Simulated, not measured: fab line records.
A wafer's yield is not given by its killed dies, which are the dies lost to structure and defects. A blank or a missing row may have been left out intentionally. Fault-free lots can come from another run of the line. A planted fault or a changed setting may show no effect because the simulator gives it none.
Problem report in the 8D (eight disciplines) form, filled by code || flow n5-finfet || the parts of the form that need people (team, actions taken, sign-off) are left out

## 1. THE PROBLEM
At N5_BEOL_M15_COAT_58, spin-speed-rpm averages 1602.7 rpm over 6 wafers from 2 lots, while fault-free wafers read 1500.0 rpm, standard deviation 0.93. That is +99 or more standard deviations from the usual mean.
The step: time 60 s, resist thk 89 nm.
Earliest sighting: wafer L498.1 on litho-track-02 at day 15 15:39. At this step, 18 wafers from 6 lots have a number in the record. Rule for "out", or "out of limits": more than 4 standard deviations from the usual mean. Any other wafer with a number is counted as sound.

## 2. WHAT IT IS; WHAT IT IS NOT
{"question": "which readings at this step", "is": "spin-speed-rpm", "is not": "chill-plate-temp-C"}
{"question": "which lots", "is": "L498, L500", "is not": "L489, L490, L497, L505"}
{"question": "which wafers of those lots", "is": "all that have a number", "is not": "-"}
{"question": "read on which tools", "is": "litho-track-02", "is not": "litho-track-03, litho-track-04"}
{"question": "when", "is": "from day 15 15:39", "is not": "up to then (9 sound wafers); but 3 sound wafers of L505 came after"}

## 3. SUSPECTS, AND WHAT RULES EACH OUT
Counting: any tool at a process step up to the reading is kept as a suspect provided that every lot that is out went through it and no sound lot did after the first of them.
- litho-track-02 at N5_BEOL_M15_COAT_58 (time 60 s, resist thk 89 nm): kept. It ran every lot that is out, first L498 (day 15 15:39), and no sound lot after that; its last sound lot up to then is L489 (day 12 15:28). Its own spin-speed-rpm readings are out on those wafers.
The count leaves litho-track-02 at N5_BEOL_M15_COAT_58.

## 4. THE CAUSE (what the simulator had put in)
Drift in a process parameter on litho-track-02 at N5_BEOL_M15_COAT_58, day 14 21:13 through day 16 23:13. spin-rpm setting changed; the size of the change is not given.
After counting, this tool was the only one left.

## 5. THE EFFECT CHAIN, in route order
One row per reading whose mean, taken over the struck wafers that have a number, lies over 3 standard deviations from the usual. Only readings for which the record gives a usual standard deviation are gone through. hours: the time from each lot's start at the first step in this table that gives one to its start at this step, as a median over the lots. sigmas: the change in usual standard deviations.
{"hours": 0, "step": "N5_BEOL_M15_COAT_58", "reading": "spin-speed-rpm", "usual": "1500.0 rpm", "on struck wafers": 1602.7, "change": "+102.7", "sigmas": "+99 or more"}
It contains these process steps:
- N5_BEOL_M15_COAT_58: time 60 s, resist thk 89 nm.
At these later measuring or inspecting steps, every struck wafer for which the step has a row has a number for every such reading, and none has moved that far: N5_BEOL_M15_CD_MEAS_10, N5_BEOL_M15_OVL_MEAS_11, N5_BEOL_M15_INSPECT_12.

## 6. WHAT WOULD HAVE CAUGHT IT SOONER
18 hours passed between the start of the fault at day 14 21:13 and the first reading out of limits in this record, taken at day 15 15:39.
